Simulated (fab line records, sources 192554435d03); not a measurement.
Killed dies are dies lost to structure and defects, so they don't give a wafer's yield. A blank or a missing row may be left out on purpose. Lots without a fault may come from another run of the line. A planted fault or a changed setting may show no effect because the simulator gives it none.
Chamber matching | flow n5_finfet | N5_BEOL_M9_ALD_74 on ald_metal-04: 4 sister chambers
The step deposits TaN, target thk 2 nm, pulse time 2 s, purge time 3 s. 22 wafers are shown with their chamber, then 11 later ones without.

WAFERS WITH THEIR CHAMBER
wafer  | chamber | heater_power_w (W) | precursor_vessel_pressure_torr (Torr)
L074.3 | 1       | 457                | 26.30
L074.4 | 2       | 434                | 26.18
L074.5 | 0       | 401                | 26.24
L075.2 | 3       | 449                | 26.33
L075.4 | 1       | 446                | 26.25
L075.6 | 1       | 441                | 26.25
L078.1 | 0       | 405                | 26.24
L078.2 | 3       | 443                | 26.21
L078.6 | 3       | 432                | 26.24
L076.2 | 2       | 446                | 26.21
L076.5 | 3       | 460                | 26.31
L076.6 | 2       | 449                | 26.24
L082.1 | 0       | 405                | 26.16
L082.2 | 3       | 448                | 26.23
L082.6 | 1       | 448                | 26.33
L083.3 | 0       | 402                | 26.26
L083.5 | 3       | 449                | 26.23
L083.6 | 0       | 399                | 26.26
L084.2 | 3       | 439                | 26.25
L084.3 | 1       | 431                | 26.31
L084.6 | 2       | 449                | 26.26
L088.1 | 3       | 444                | 26.14

SIGNATURES (means of the wafers above)
reading                        | chamber 0 | chamber 1 | chamber 2 | chamber 3 | scatter within a chamber
heater_power_w                 | 402.40    | 444.60    | 444.50    | 445.50    | 7.53
precursor_vessel_pressure_torr | 26.2320   | 26.2880   | 26.2225   | 26.2425   | 0.0471
Rule: a wafer's distance from a chamber is the root of the sum, over the readings, of the square of ((its reading less the chamber's mean) divided by the reading's scatter). The wafer belongs to the nearest chamber; if the next one is less than 2 further off, it can't be placed. The scatter: the root of (the sum of the squares of (reading less its chamber's mean) over the shown wafers, divided by (wafers less chambers)).

WAFERS WITHOUT THEIR CHAMBER
wafer  | heater_power_w (W) | precursor_vessel_pressure_torr (Torr)
L088.3 | 447                | 26.16
L088.6 | 449                | 26.17
L090.2 | 450                | 26.26
L090.5 | 446                | 26.29
L090.6 | 398                | 26.26
L092.2 | 428                | 26.24
L092.3 | 430                | 26.30
L092.5 | 439                | 26.28
L093.3 | 448                | 26.22
L093.5 | 437                | 26.26
L093.6 | 448                | 26.20

WHICH CHAMBER EACH WENT THROUGH
wafer  | from the rows above               | in truth
L088.3 | can't be placed: 2 or 3 or 1      | 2
L088.6 | can't be placed: 2 or 3 or 1      | 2
L090.2 | can't be placed: 3 or 1 or 2      | 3
L090.5 | can't be placed: 1 or 3 or 2      | 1
L090.6 | 0                                 | 0
L092.2 | can't be placed: 2 or 3 or 1 or 0 | 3
L092.3 | can't be placed: 1 or 3 or 2 or 0 | 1
L092.5 | can't be placed: 1 or 3 or 2      | 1
L093.3 | can't be placed: 2 or 3 or 1      | 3
L093.5 | can't be placed: 1 or 3 or 2      | 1
L093.6 | can't be placed: 2 or 3 or 1      | 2
Placed correctly: 1 of 11. Can't be placed from these rows: 10 (the true chamber is among the candidates in 10). Placed wrongly: 0.
